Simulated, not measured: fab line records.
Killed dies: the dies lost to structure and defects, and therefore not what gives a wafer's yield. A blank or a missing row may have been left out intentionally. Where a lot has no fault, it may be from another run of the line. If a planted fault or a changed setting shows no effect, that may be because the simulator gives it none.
Which tool was responsible? :: flow nandHarc :: 7 lots, 21 wafers sampled, at 3 steps of a route of 1302

WHAT THE GAUGES SHOWED, per wafer
NHARC_P_CONTACT_CD_MEAS_12: the cd target is 90 nm.
lot: L561
measured: day 5 06:23
on: cdSem-02
cdNm (nm): 89.1 90.1 89.9

lot: L563
measured: day 7 07:10
on: cdSem-02
cdNm (nm): 90.7 90.7 90.8

lot: L565
measured: day 6 19:21
on: cdSem-01
cdNm (nm): 90.1 90.4 90.6

lot: L567
measured: day 8 01:21
on: cdSem-01
cdNm (nm): 90.1 90.8 90.1

lot: L571
measured: day 9 08:52
on: cdSem-02
cdNm (nm): 90.4 90.6 90.8

lot: L581
measured: day 13 20:45
on: cdSem-01
cdNm (nm): 118.3 118.3 118.9

lot: L583
measured: day 14 08:40
on: cdSem-03
cdNm (nm): 89.4 89.4 89.2

TOOL THAT RAN EACH LOT (tool first, then ch and the chambers of the sampled wafers, then the start)
lot: L561
NHARC_P_GATE_RTA_80: rtpAnneal-01 ch 0, day 5 04:10
NHARC_P_CONTACT_EXPOSE_09: arfiScanner-03 ch 0, day 5 06:15

lot: L563
NHARC_P_GATE_RTA_80: rtpAnneal-01 ch 0, day 7 04:58
NHARC_P_CONTACT_EXPOSE_09: arfiScanner-03 ch 0, day 7 07:02

lot: L565
NHARC_P_GATE_RTA_80: rtpAnneal-02 ch 0, day 6 17:07
NHARC_P_CONTACT_EXPOSE_09: arfiScanner-02 ch 0, day 6 19:13

lot: L567
NHARC_P_GATE_RTA_80: rtpAnneal-02 ch 0, day 7 23:05
NHARC_P_CONTACT_EXPOSE_09: arfiScanner-03 ch 0, day 8 01:12

lot: L571
NHARC_P_GATE_RTA_80: rtpAnneal-02 ch 0, day 9 06:37
NHARC_P_CONTACT_EXPOSE_09: arfiScanner-01 ch 0, day 9 08:44

lot: L581
NHARC_P_GATE_RTA_80: rtpAnneal-02 ch 0, day 13 18:31
NHARC_P_CONTACT_EXPOSE_09: arfiScanner-03 ch 0, day 13 20:37

lot: L583
NHARC_P_GATE_RTA_80: rtpAnneal-01 ch 0, day 14 06:25
NHARC_P_CONTACT_EXPOSE_09: arfiScanner-01 ch 0, day 14 08:32
- NHARC_P_GATE_RTA_80: time 30 s.
- NHARC_P_CONTACT_EXPOSE_09: exposes mask P CA, target cd 90 nm.

THE ANSWER, worked out from the rows above alone
Rule: the lots themselves supply what counts as usual. Put in order of their means at a reading, lots are off if they are a third of the lots or fewer, leave a main group of 4 or more, and stand apart from it by a gap of 3 or more times the standard deviation of the main group's means; of several such gaps the widest counts. The tables above print the reading to a certain number of digits; a main group whose means all agree to those digits is not used. A lot without any number at a reading at which 4 lots or more have one is off too. Any other lot the step has rows for is counted as sound.
Off: L581 (NHARC_P_CONTACT_CD_MEAS_12, cdNm). Main group: mean 90.2 nm, sd 0.5.
If a tool, at a process step before that reading, ran all the lots that are off and no sound lot after the first of them, it fits. Gauges at NHARC_P_CONTACT_CD_MEAS_12: tried the same way as those tools. Can't be told from this: 3 tools fit, rtpAnneal-02 at NHARC_P_GATE_RTA_80, arfiScanner-03 at NHARC_P_CONTACT_EXPOSE_09, cdSem-01 at NHARC_P_CONTACT_CD_MEAS_12.

WHAT THE SIMULATOR HAD INSERTED
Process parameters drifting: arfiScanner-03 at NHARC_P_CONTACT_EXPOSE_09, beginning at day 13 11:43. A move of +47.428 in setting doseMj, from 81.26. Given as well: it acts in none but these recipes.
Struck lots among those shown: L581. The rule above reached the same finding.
